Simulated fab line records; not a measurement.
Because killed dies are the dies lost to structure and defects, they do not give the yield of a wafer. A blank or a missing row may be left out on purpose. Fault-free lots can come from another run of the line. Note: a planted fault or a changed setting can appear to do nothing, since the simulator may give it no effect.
fab line records	flow nandHarc	part 1 of 2: steps 1 to 43 of 45
record lots=6	wafers=18	lastDay=25
route steps=1159 shown P_GATE@126 P_M2@331 END@1159
lots that met no fault: from a run of the same line without faults
startH: hours from the record's opening day to when the first of the lot's shown wafers began	waitH: how many hours have passed since the lot's step before this one	" repeats the value in the row above	L1.1+2: a single row standing in for several wafers	- no value, or no start was given	* or withheld: withheld	< > ~ a bound
route shown NAME@n: names a module that has steps shown in the file, with the first one's number in the route	usual: average and standard deviation across the fault-free wafers	same: alike in all rows	chamber/n: place in a boat	sites: the reading at each site	_std_site: how widely they spread, as a standard deviation	_edge_site: inner sites' mean taken away from outer sites' mean	radiusMm: how far each site lies from the wafer's centre	mask NAME#n: copy n	behind: tool/chamber where the wafer was last shaped	hold: cause of the lot's hold/its duration in hours/its outcome	device: transistor that didn't switch, given as n, p or np	end of line: tests of these same wafers at the route's end	a step with no rows: only its recipe	killed: at the first sort, the dies lost to defects and structure; wafer yield is something else	map: shows each die of a wafer: x if killed, . if not, _ if none is there
set.NAME: the setting the step ran with; set.NAME@STEP: the setting that earlier step ran with	model.NAME: the simulator's own value behind a step, which no gauge read
lots seen at some steps along the route; tables by step, rows by wafer
services: when a tool's chamber went out of use (startH, in hours from the record's first day, below 0 if earlier), for how many hours, and the reason
## steps
# step NHARC_P_GATE_STRIP_15
# recipe timeS=780	tempC=130	chemistry=SPM
# step NHARC_P_GATE_PRECLEAN_71
# recipe timeS=*	tempC=50	bathAgeMin=0	chemistry=SC1
# step NHARC_P_GATE_SRD_72
# step NHARC_P_GATE_OXIDE_16
# recipe targetThkA=30	tempC=875	oxTimeS=392	material=SiO2
# step NHARC_P_GATE_CVD_17
# recipe targetThkA=1500	tempC=620	timeS=900	material=poly-Si
# step NHARC_P_GATE_HM_DEP_102
# recipe targetThkA=1200	tempC=400	material=aC
# step NHARC_P_GATE_DEP_103
# recipe targetThkA=300	targetThkNm=30	tempC=400	flowSccm=200	rfW=350	material=SiON
# usual heaterPowerW=723/63	susceptorTempC=400.00/0.21
lot.wafer	tool	chamber	startH	waitH	heaterPowerW	susceptorTempC
L450.2	pecvd-01	1	106.84	0.5	720	400.10
L450.6	"	0	"	"	728	400.02
L450.4	"	1	"	"	706	400.14
L453.1	pecvd-04	2	112.70	0.8	797	399.87
L453.4	"	0	"	"	787	399.91
L453.5	"	1	"	"	690	399.86
L457.3	pecvd-01	0	148.19	0.5	675	400.14
L457.4	"	2	"	"	744	399.75
L457.6	"	1	"	"	766	400.29
L461.4	pecvd-01	1	165.91	0.3	758	400.02
L461.5	"	2	"	"	659	400.00
L461.6	"	0	"	"	698	400.37
L463.1	pecvd-01	2	187.14	0.6	764	400.13
L463.2	"	0	"	"	653	400.14
L463.4	"	2	"	"	746	399.93
L471.2	pecvd-01	2	230.47	0.5	673	399.78
L471.5	"	1	"	"	748	399.94
L471.6	"	2	"	"	679	399.75
# step NHARC_P_GATE_DEHYDRATE_18
# recipe tempC=150	timeS=120
# step NHARC_P_GATE_HMDS_19
# recipe timeS=30
# step NHARC_P_GATE_COAT_20
# recipe spinRpm=1500	resistThkNm=90
# step NHARC_P_GATE_SOFTBAKE_21
# recipe tempC=105	timeS=55
# step NHARC_P_GATE_EBR_22
# step NHARC_P_GATE_EXPOSE_23
# recipe na=1.35	targetCdNm=120	doseMj=93.91	maskId=P_GATE
# usual exposureDoseMJCm2=93.90/0.092	focusOffsetNm=0.0/0.51
lot.wafer	tool	chamber	startH	waitH	mask	exposureDoseMJCm2	focusOffsetNm
L450.2	arfiScanner-02	0	107.36	-	P_GATE#0	93.81	0.1
L450.4	"	0	"	"	P_GATE#0	93.92	-0.4
L450.6	"	0	"	"	P_GATE#0	93.92	-0.5
L453.1	arfiScanner-03	0	113.24	-	P_GATE#0	93.82	0.5
L453.4	"	0	"	"	P_GATE#0	93.89	-0.7
L453.5	"	0	"	"	P_GATE#0	93.84	0.4
L457.3	arfiScanner-02	0	148.59	-	P_GATE#0	91.74	0.7
L457.4	"	0	"	"	P_GATE#0	91.97	0.6
L457.6	"	0	"	"	P_GATE#0	91.78	0.3
L461.4	arfiScanner-03	0	166.26	-	P_GATE#0	93.89	0.6
L461.5	"	0	"	"	P_GATE#0	94.02	0.0
L461.6	"	0	"	"	P_GATE#0	93.93	0.8
L463.1	arfiScanner-02	0	187.69	-	P_GATE#0	91.84	-0.1
L463.2	"	0	"	"	P_GATE#0	91.74	-0.4
L463.4	"	0	"	"	P_GATE#0	91.76	0.2
L471.2	arfiScanner-01	0	230.83	-	P_GATE#0	93.95	0.3
L471.5	"	0	"	"	P_GATE#0	93.97	0.0
L471.6	"	0	"	"	P_GATE#0	93.91	0.1
# step NHARC_P_GATE_PEB_24
# recipe pebTempC=100	pebTimeS=65
# step NHARC_P_GATE_DEVELOP_25
# recipe developTimeS=35	devTempC=23
# step NHARC_P_GATE_CD_MEAS_26
# recipe targetCdNm=120	landingEnergyEv=500
# usual cdNm=119.8/0.74
# same landingEnergyEv=500
lot.wafer	tool	chamber	startH	waitH	cdNm
L450.2	cdSem-02	0	107.49	-	118.4
L450.4	"	0	"	"	120.0
L450.6	"	0	"	"	119.4
L453.1	cdSem-01	0	113.38	-	120.1
L453.4	"	0	"	"	119.2
L453.5	"	0	"	"	119.6
L457.3	cdSem-02	0	148.72	-	121.0
L457.4	"	0	"	"	121.3
L457.6	"	0	"	"	121.2
L461.4	cdSem-01	0	166.40	-	121.4
L461.5	"	0	"	"	120.3
L461.6	"	0	"	"	121.0
L463.1	cdSem-01	0	187.83	-	120.3
L463.2	"	0	"	"	120.4
L463.4	"	0	"	"	120.0
L471.2	cdSem-03	0	230.97	-	120.2
L471.5	"	0	"	"	120.4
L471.6	"	0	"	"	119.2
# step NHARC_P_GATE_OVL_MEAS_27
# usual overlayXNm=0.2/0.9	overlayYNm=-0.1/0.85
lot.wafer	tool	chamber	startH	waitH	overlayXNm	overlayYNm
L450.2	overlay-01	-	107.58	-	-0.1	1.6
L450.4	"	-	"	"	-0.4	0.9
L450.6	"	-	"	"	0.2	1.5
L453.1	overlay-01	-	113.46	-	-0.9	1.4
L453.4	"	-	"	"	-0.6	1.0
L453.5	"	-	"	"	-0.9	1.5
L457.3	overlay-02	-	148.81	-	0.4	-0.6
L457.4	"	-	"	"	-0.3	0.1
L457.6	"	-	"	"	-0.4	-0.3
L461.4	overlay-02	-	166.48	-	-0.6	0.4
L461.5	"	-	"	"	-0.1	0.6
L461.6	"	-	"	"	-0.4	0.4
L463.1	overlay-01	-	187.92	-	-1.5	-0.7
L463.2	"	-	"	"	-2.2	-0.5
L463.4	"	-	"	"	-2.2	0.1
L471.2	overlay-02	-	231.05	-	0.8	-1.3
L471.5	"	-	"	"	0.6	-1.1
L471.6	"	-	"	"	0.9	-1.4
# step NHARC_P_GATE_INSPECT_28
# usual rawDefectCount=6/3
lot.wafer	tool	chamber	startH	waitH	rawDefectCount
L450.2	defectInspect-02	-	107.62	0.0	5
L450.4	"	-	"	"	4
L450.6	"	-	"	"	5
L453.1	defectInspect-02	-	113.50	0.0	1
L453.4	"	-	"	"	2
L453.5	"	-	"	"	3
L457.3	defectInspect-02	-	148.84	0.0	4
L457.4	"	-	"	"	17
L457.6	"	-	"	"	8
L461.4	defectInspect-02	-	166.51	0.0	4
L461.5	"	-	"	"	3
L461.6	"	-	"	"	8
L463.1	defectInspect-02	-	187.95	0.0	4
L463.2	"	-	"	"	3
L463.4	"	-	"	"	4
L471.2	defectInspect-01	-	231.09	0.0	2
L471.5	"	-	"	"	3
L471.6	"	-	"	"	9
# step NHARC_P_GATE_DESCUM_31
# recipe timeS=3	o2FlowSccm=200	arFlowSccm=0	biasPowerW=0	chemistry=O2
# usual drypumpMotorCurrentA=5.7/0.38	oesProductAu=0.998/0.014	rfVppV=57.8/0.77	showerheadPlenumPTorr=1.92/0.062	throttleValvePct=11.312/0.0093
lot.wafer	tool	chamber	startH	waitH	drypumpMotorCurrentA	oesProductAu	rfHoursCounterH	rfVppV	showerheadPlenumPTorr	throttleValvePct	model.P_GATE.cdNm
L450.2	rieDiel-01	1	107.68	0.1	5.0	1.013	52	58.5	1.89	11.322	117.3
L450.4	"	0	"	"	5.8	1.008	52	58.8	2.00	11.296	119.2
L450.6	"	1	"	"	5.0	1.013	-	56.4	1.89	11.322	118.6
L453.1	rieDiel-13	3	113.56	0.1	5.8	1.011	1	57.4	1.95	11.306	120.1
L453.4	"	3	"	"	5.8	0.992	-	59.3	1.95	11.312	119.8
L453.5	"	0	"	"	5.6	1.001	-	56.5	1.78	11.320	119.8
L457.3	rieDiel-06	2	148.91	0.1	5.9	0.980	24	58.2	1.91	11.318	120.9
L457.4	"	3	"	"	6.4	0.982	25	56.2	1.90	11.309	120.6
L457.6	"	1	"	"	5.1	1.003	-	58.8	1.91	11.307	121.1
L461.4	rieDiel-13	0	166.68	0.2	5.7	0.989	10	58.2	1.78	11.317	121.4
L461.5	"	0	"	"	5.6	0.996	-	57.7	1.78	11.310	120.3
L461.6	"	1	"	"	5.5	1.007	-	57.6	2.01	11.308	119.5
L463.1	rieDiel-06	1	188.01	0.1	5.1	1.010	37	57.6	1.90	11.306	119.9
L463.4	"	3	"	"	6.4	0.994	40	57.6	1.89	11.314	119.2
L463.2	"	0	"	"	5.7	0.969	39	57.5	1.92	11.312	119.2
L471.2	rieDiel-13	0	231.16	0.1	5.7	1.004	15	56.1	1.78	11.299	120.2
L471.6	"	3	"	"	5.8	0.997	-	57.0	1.94	11.315	119.2
L471.5	"	0	"	"	5.6	1.000	-	57.3	1.78	11.314	120.7
# step NHARC_P_GATE_ETCH_104
# recipe targetDepthA=600	timeS=withheld	cf4FlowSccm=100	chf3FlowSccm=30	arFlowSccm=0	rfW=500	biasW=200	chemistry=CF4/CHF3
# usual drypumpMotorCurrentA=5.8/0.4	oesProductAu=0.941/0.019	rfVppV=370.8/1.9	showerheadPlenumPTorr=1.58/0.051	throttleValvePct=16.801/0.0093
lot.wafer	tool	chamber	startH	waitH	drypumpMotorCurrentA	oesProductAu	rfVppV	showerheadPlenumPTorr	throttleValvePct
L450.2	rieDiel-01	2	108.13	0.4	5.2	0.952	372.8	1.63	16.799
L450.4	"	1	"	"	5.0	0.951	368.6	1.55	16.806
L450.6	"	3	"	"	6.6	0.955	371.2	1.66	16.806
L453.1	rieDiel-13	3	113.66	0.1	5.8	0.937	369.7	1.60	16.793
L453.5	"	3	"	"	5.9	0.938	371.6	1.60	16.800
L453.4	"	1	"	"	5.6	0.940	374.6	1.65	16.793
L457.3	rieDiel-06	3	149.04	0.1	6.4	0.940	370.1	1.56	16.780
L457.4	"	1	"	"	5.1	0.948	370.7	1.57	16.824
L457.6	"	2	"	"	5.9	0.934	370.4	1.57	16.802
L461.4	rieDiel-13	0	166.77	0.1	5.7	0.934	366.4	1.47	16.812
L461.6	"	0	"	"	5.7	0.938	366.4	1.47	16.803
L461.5	"	1	"	"	5.5	0.946	373.3	1.65	16.782
L463.4	rieDiel-06	3	188.22	0.2	6.4	0.926	370.6	1.56	16.797
L463.2	"	1	"	"	5.1	0.950	373.0	1.57	16.800
L463.1	"	2	"	"	5.9	0.933	370.6	1.56	16.787
L471.2	rieDiel-13	0	231.25	0.1	5.7	0.924	367.2	1.47	16.798
L471.5	"	0	"	"	5.7	0.919	367.7	1.47	16.808
L471.6	"	1	"	"	5.5	0.950	374.0	1.65	16.807
# step NHARC_P_GATE_HM_OPEN_105
# recipe targetDepthA=3600	o2FlowSccm=400	cosFlowSccm=20	arFlowSccm=0	rfW=500	biasW=300	chemistry=O2/COS
# usual cosFlowSccm=20.00/0.067	drypumpMotorCurrentA=5.7/0.39	oesProductAu=0.998/0.015	rfVppV=467.5/2.2	showerheadPlenumPTorr=3.14/0.095	throttleValvePct=28.331/0.0092
lot.wafer	tool	chamber	startH	waitH	cosFlowSccm	drypumpMotorCurrentA	oesProductAu	rfHoursCounterH	rfVppV	showerheadPlenumPTorr	throttleValvePct
L450.2	rieDiel-01	0	-	-	19.91	5.8	1.017	53	470.7	3.26	28.356
L450.4	"	1	"	"	19.86	5.0	1.021	52	465.8	3.09	28.326
L450.6	"	0	"	"	20.04	5.8	1.022	-	469.4	3.26	28.333
L453.1	rieDiel-13	0	-	-	19.99	5.7	0.988	1	463.7	2.92	28.324
L453.5	"	0	"	"	19.96	5.7	0.991	-	461.8	2.92	28.331
L453.4	"	3	"	"	20.02	5.9	1.006	-	469.4	3.17	28.321
L457.4	rieDiel-06	3	-	-	20.02	6.3	0.979	25	466.3	3.09	28.335
L457.3	"	0	"	"	20.00	5.6	0.957	22	467.5	3.14	28.344
L457.6	"	0	"	"	20.00	5.6	0.960	-	467.0	3.14	28.336
L461.4	rieDiel-13	1	-	-	20.01	5.6	0.991	10	469.0	3.28	28.326
L461.5	"	0	"	"	19.99	5.6	1.006	-	462.3	2.92	28.344
L461.6	"	1	"	"	20.06	5.6	0.997	-	469.3	3.28	28.339
L463.4	rieDiel-06	1	-	-	20.12	5.1	1.002	37	466.3	3.10	28.330
L463.1	"	2	"	"	19.98	5.9	0.980	39	467.3	3.11	28.350
L463.2	"	3	"	"	19.92	6.4	0.983	41	466.3	3.09	28.328
L471.2	rieDiel-13	3	-	-	19.98	5.9	1.000	19	469.0	3.16	28.343
L471.6	"	1	"	"	19.96	5.6	1.018	-	470.6	3.27	28.324
L471.5	"	3	"	"	19.94	5.9	0.995	-	469.5	3.16	28.329
# step NHARC_P_GATE_STRIP_106
# recipe o2FlowSccm=400	cosFlowSccm=20	arFlowSccm=0	biasW=0	chemistry=O2/COS
# step NHARC_P_GATE_ETCH_114
# recipe targetDepthA=300	overetchA=30	timeS=16.5	ionEnergyEv=100	cf4FlowSccm=80	o2FlowSccm=20	arFlowSccm=0	rfW=300	biasW=100	chemistry=CF4/O2
# step NHARC_P_GATE_ETCH_32
# recipe targetDepthA=1500	overEtchFrac=1	overEtchIonEnergyEv=40	timeS=100.1	hbrFlowSccm=150	cl2FlowSccm=50	rfW=400	icpW=400	biasW=100	chemistry=HBr/Cl2
# step NHARC_P_GATE_STRIP_108
# recipe o2FlowSccm=500	arFlowSccm=0	biasW=0	chemistry=O2
# step NHARC_P_GATE_CD_MEAS_33
# usual cdNm=120/3.3
lot.wafer	tool	chamber	startH	waitH	cdNm
L450.2	cdSem-02	-	108.95	-	117
L450.4	"	-	"	"	113
L450.6	"	-	"	"	121
L453.1	cdSem-03	-	114.65	0.2	123
L453.4	"	-	"	"	124
L453.5	"	-	"	"	121
L457.3	cdSem-03	-	149.76	-	121
L457.4	"	-	"	"	120
L457.6	"	-	"	"	122
L461.4	cdSem-01	-	167.76	-	120
L461.5	"	-	"	"	119
L461.6	"	-	"	"	120
L463.1	cdSem-02	-	188.93	-	121
L463.2	"	-	"	"	119
L463.4	"	-	"	"	115
L471.2	cdSem-01	-	232.06	0.2	125
L471.5	"	-	"	"	124
L471.6	"	-	"	"	122
# step NHARC_P_GATE_STRIP_35
# recipe timeS=600	tempC=130	chemistry=SPM
# step NHARC_P_GATE_PRECLEAN_73
# recipe timeS=*	tempC=50	bathAgeMin=0	chemistry=SC1
# step NHARC_P_GATE_SRD_74
# step NHARC_P_GATE_ALD_36
# recipe targetThkA=200	pulseTimeS=60	aldCycles=223	tempC=400	material=SiNx
# step NHARC_P_GATE_ETCHBACK_37
# recipe targetDepthA=345	timeS=17.2	chf3FlowSccm=50	o2FlowSccm=10	arFlowSccm=200	rfW=500	biasW=200	chemistry=CHF3/O2
# usual drypumpMotorCurrentA=5.7/0.31	oesProductAu=0.95/0.035	rfVppV=370.9/2	showerheadPlenumPTorr=2.42/0.081	throttleValvePct=20.571/0.009
lot.wafer	tool	chamber	startH	waitH	drypumpMotorCurrentA	oesProductAu	rfHoursCounterH	rfVppV	showerheadPlenumPTorr	throttleValvePct
L450.2	rieDiel-13	3	-	-	5.9	1.00	3	372.4	2.44	20.559
L450.6	"	3	"	"	5.9	1.01	-	371.0	2.44	20.575
L450.4	"	0	"	"	5.7	0.99	-	365.6	2.24	20.571
L453.1	rieDiel-13	0	-	-	5.7	0.93	3	367.7	2.24	20.557
L453.5	"	1	"	"	5.5	0.93	-	374.9	2.52	20.575
L453.4	"	2	"	"	5.8	1.00	-	371.0	2.39	20.584
L457.4	rieDiel-13	3	-	-	5.8	0.93	6	372.5	2.44	20.566
L457.3	"	2	"	"	5.8	0.94	6	370.6	2.39	20.563
L457.6	"	0	"	"	5.7	0.93	-	368.0	2.24	20.566
L461.6	rieDiel-13	2	-	-	5.9	0.92	-	370.6	2.39	20.557
L461.4	"	3	"	"	5.8	0.93	-	371.8	2.44	20.564
L461.5	"	1	"	"	5.6	0.94	-	372.6	2.52	20.576
L463.2	rieDiel-13	2	-	-	5.8	0.92	15	369.6	2.39	20.575
L463.1	"	1	"	"	5.5	0.93	17	374.2	2.52	20.558
L463.4	"	2	"	"	5.8	0.92	-	369.4	2.39	20.563
L471.2	rieDiel-01	0	-	-	5.8	0.99	42	371.6	2.49	20.574
L471.5	"	1	"	"	5.0	1.01	-	370.0	2.36	20.578
L471.6	"	2	"	"	5.2	0.99	-	371.4	2.47	20.574
# step NHARC_P_GATE_STRIP_101
# recipe timeS=20	o2FlowSccm=500	arFlowSccm=0	biasW=0	chemistry=O2
# usual drypumpMotorCurrentA=5.7/0.31	oesProductAu=0.999/0.013	rfVppV=57.9/0.88	showerheadPlenumPTorr=3.55/0.12	throttleValvePct=17.037/0.0097
lot.wafer	tool	chamber	startH	waitH	drypumpMotorCurrentA	oesProductAu	rfHoursCounterH	rfVppV	showerheadPlenumPTorr	throttleValvePct
L450.2	rieDiel-13	0	121.18	0.1	5.7	1.001	3	57.6	3.30	17.037
L450.4	"	1	"	"	5.5	1.002	-	58.5	3.70	17.026
L450.6	"	3	"	"	5.9	0.990	-	57.9	3.58	17.049
L453.1	rieDiel-13	0	124.85	0.1	5.7	1.003	3	58.2	3.30	17.045
L453.5	"	2	"	"	5.9	0.982	-	58.0	3.52	17.042
L453.4	"	1	"	"	5.6	1.000	-	56.9	3.70	17.046
L457.4	rieDiel-13	1	159.81	0.1	5.6	1.009	8	57.3	3.70	17.024
L457.3	"	0	"	"	5.7	0.998	8	58.7	3.30	17.035
L457.6	"	2	"	"	5.9	1.019	-	59.4	3.51	17.052
L461.4	rieDiel-13	3	177.82	0.1	5.8	1.004	-	59.5	3.58	17.032
L461.6	"	1	"	"	5.6	1.012	-	57.6	3.70	17.040
L461.5	"	2	"	"	5.9	1.008	-	56.7	3.51	17.051
L463.2	rieDiel-13	1	199.10	0.1	5.6	1.016	17	58.6	3.70	17.034
L463.1	"	2	"	"	5.8	0.994	15	58.0	3.51	17.041
L463.4	"	1	"	"	5.5	1.009	-	58.2	3.70	17.030
L471.2	rieDiel-01	1	242.12	0.1	5.0	1.001	41	58.5	3.46	17.030
L471.5	"	2	"	"	5.2	1.012	-	57.1	3.63	17.036
L471.6	"	3	"	"	6.6	1.002	-	57.5	3.69	17.032
# step NHARC_P_GATE_PRECLEAN_97
# recipe timeS=600	tempC=120	chemistry=SPM
# step NHARC_P_GATE_SRD_98
# step NHARC_P_GATE_PRECLEAN_99
# recipe timeS=*	tempC=50	bathAgeMin=0	chemistry=SC1
# step NHARC_P_GATE_SRD_100
# step NHARC_P_GATE_DEHYDRATE_38
# recipe tempC=150	timeS=120
# step NHARC_P_GATE_HMDS_39
# recipe timeS=30
# step NHARC_P_GATE_COAT_40
# recipe spinRpm=3000
# step NHARC_P_GATE_SOFTBAKE_41
# recipe tempC=122	timeS=95
# step NHARC_P_GATE_EBR_42
# step NHARC_P_GATE_EXPOSE_43
# recipe na=0.6	targetCdNm=720	doseMj=14.81	maskId=P_NSD
# step NHARC_P_M2_DESCUM_14
# recipe timeS=3	o2FlowSccm=200	arFlowSccm=0	biasPowerW=0	chemistry=O2
# usual drypumpMotorCurrentA=5.9/0.58	oesProductAu=1.001/0.011	rfVppV=57.7/0.85	showerheadPlenumPTorr=1.89/0.062	throttleValvePct=11.310/0.0083
lot.wafer	tool	chamber	startH	waitH	drypumpMotorCurrentA	oesProductAu	rfHoursCounterH	rfVppV	showerheadPlenumPTorr	throttleValvePct	model.P_M2.cdNm
L450.4	rieDiel-13	1	144.71	0.1	5.6	1.008	6	58.3	2.01	11.312	170.6
L450.2	"	2	"	"	5.9	0.998	4	57.6	1.91	11.306	169.8
L450.6	"	1	"	"	5.6	1.012	-	57.6	2.01	11.324	169.2
L453.1	rieDiel-03	1	146.86	0.1	5.4	1.004	4	58.4	1.91	11.304	169.3
L453.4	"	2	"	"	6.0	1.012	4	57.0	1.92	11.317	170.2
L453.5	"	2	"	"	6.0	0.998	-	56.8	1.92	11.304	170.3
L457.4	rieDiel-03	0	184.36	0.1	4.8	1.002	4	57.0	1.80	11.305	172.8
L457.3	"	1	"	"	5.4	1.007	5	58.0	1.91	11.317	171.3
L457.6	"	3	"	"	6.8	1.001	-	55.8	1.84	11.329	170.9
L461.4	rieDiel-13	0	219.18	0.1	5.7	0.991	13	58.6	1.78	11.319	168.9
L461.6	"	3	"	"	5.9	1.000	-	58.5	1.94	11.303	167.9
L461.5	"	0	"	"	5.7	0.994	-	58.1	1.78	11.312	167.8
L463.2	rieDiel-13	0	224.11	0.1	5.7	1.002	14	58.1	1.78	11.315	175.2
L463.4	"	1	"	"	5.5	1.016	23	56.7	2.01	11.320	175.6
L463.1	"	2	"	"	5.8	1.005	21	58.6	1.90	11.315	175.3
L471.2	rieDiel-03	0	264.29	0.1	4.8	0.993	0	56.6	1.80	11.317	170.5
L471.6	"	2	"	"	6.0	0.989	-	59.5	1.91	11.294	170.6
L471.5	"	3	"	"	6.8	1.022	-	57.0	1.84	11.324	172.5
## key
firstSign step=NHARC_P_GATE_EXPOSE_23	reading=exposureDoseMJCm2	direction=down	sigmas=23	usual=93.90	struck=91.80
effect none on later readings
modelEffect step=NHARC_P_GATE_DESCUM_31	value=P_GATE.cdNm	without=118.8	struck=120.1
modelEffect step=NHARC_P_M2_DESCUM_14	value=P_M2.cdNm	without=170.7	struck=173.5
modelEffect step=NHARC_P_M2_ETCH_28	value=P_M2.cdNm	without=170.5	struck=173.3
metAt NHARC_P_GATE_EXPOSE_23
struckWafers L457.3,L457.4,L457.6,L463.1,L463.2,L463.4
testerLeftOut L457,L463
loopTrim step=NHARC_P_M2_EXPOSE_06	setting=dose	lots=L463
onsetBetween 107.36 148.59
fault kind=processParameterDrift	tool=arfiScanner-02	chamber=-	onsetH=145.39	steps=NHARC_P_GATE_EXPOSE_23	channel=doseMj	offset=-2.1566	shape=step	actsIn=theseRecipesOnly	stated=93.91
# testerLeftOut: of these lots the tester's yield and bins aren't shown, on N5 and GAA mostly nor the transistor test; their killed dies are dies lost to structure and defects alone, not to doping, threshold or leakage, so they don't give the yield
# loopTrim: a control loop set the setting to another value than it would have without faults
